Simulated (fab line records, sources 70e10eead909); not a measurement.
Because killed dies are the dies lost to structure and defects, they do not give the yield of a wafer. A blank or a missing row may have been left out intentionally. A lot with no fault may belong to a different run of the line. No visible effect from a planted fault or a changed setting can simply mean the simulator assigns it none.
The same fault as seen by 2 desks ; flow nandHarc ; each desk holds nothing but its own numbers, with what lay behind them at the end

== THE DEFECT DESK ==
Counts from the inspections along the route, per lot, as means over the sampled wafers that have a number. Marked OUT: a lot whose mean sits more than 4 standard deviations from the usual mean, which makes it out of limits; the brackets give that distance.
Columns: A = rawDefectCount at NHARC_A_ONON_D1_INSPECT_32, usual 75
lot;first seen here;A
L726;day 8 22:40;44
L725;day 8 22:50;100
L728;day 10 02:52;95
L729;day 10 21:32;54
L731;day 10 21:58;87
L732;day 11 16:35;74
L735;day 12 18:46;51
L736;day 13 04:08;34
L737;day 13 17:56;67
L739;day 14 08:05;76
L742;day 15 11:37;52
L743;day 16 06:52;81
L745;day 16 20:38;69
L746;day 17 16:01;132
L747;day 18 02:01;51
This desk's finding: nothing out of limits on any of the 15 lots.

== THE METROLOGY DESK ==
Lot by lot, what the gauges showed, no matter which tool ran the lot: averages of those sampled wafers that carry a number. Marked OUT: a lot whose mean sits more than 4 standard deviations from the usual mean, which makes it out of limits; the brackets give that distance.
Columns: A = thkNm at NHARC_A_ONON_D1_THK_MEAS_11, usual 997 nm; B = thkNm at NHARC_A_ONON_D1_THK_MEAS_27, usual 997 nm
lot;first seen here;A;B
L725;day 8 08:11;1014;1000
L726;day 8 12:17;998;988
L728;day 9 15:42;1008;985
L729;day 10 08:27;997;980
L731;day 10 13:15;986;1011
L732;day 11 05:11;997;996
L735;day 12 07:38;996;895 (-12) OUT
L736;day 12 16:56;996;678 (-36) OUT
L737;day 13 05:19;998;830 (-19) OUT
L739;day 13 20:23;999;985
L742;day 15 00:16;990;1004
L743;day 15 19:41;1002;1010
L745;day 16 09:03;1000;1000
L746;day 17 04:49;987;998
L747;day 17 13:25;993;999
This desk finds L735, L736, L737 out of limits, L735 being first, at day 12 17:40 (thkNm at NHARC_A_ONON_D1_THK_MEAS_27). In limits: L725, L726, L728, L729, L731, L732, L739, L742, L743, L745, L746, L747.

== TAKEN TOGETHER ==
On L735, L736, L737, the metrology desk was in a position to raise an alarm at day 12 17:40.
Nothing out of limits was seen by the defect desk.
The defect desk has L735, L736, L737 on record, within its limits.
On pecvdOnon-04, each named lot ran NHARC_A_ONON_D1_DEP_25.

== WHAT THE SIMULATOR PUT IN ==
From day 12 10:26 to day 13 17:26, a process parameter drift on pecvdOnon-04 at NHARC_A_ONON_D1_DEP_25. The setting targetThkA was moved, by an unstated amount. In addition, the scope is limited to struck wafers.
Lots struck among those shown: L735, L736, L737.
Per desk, hours elapsed from the start of the fault to the first reading out of limits: for the metrology desk, 7.
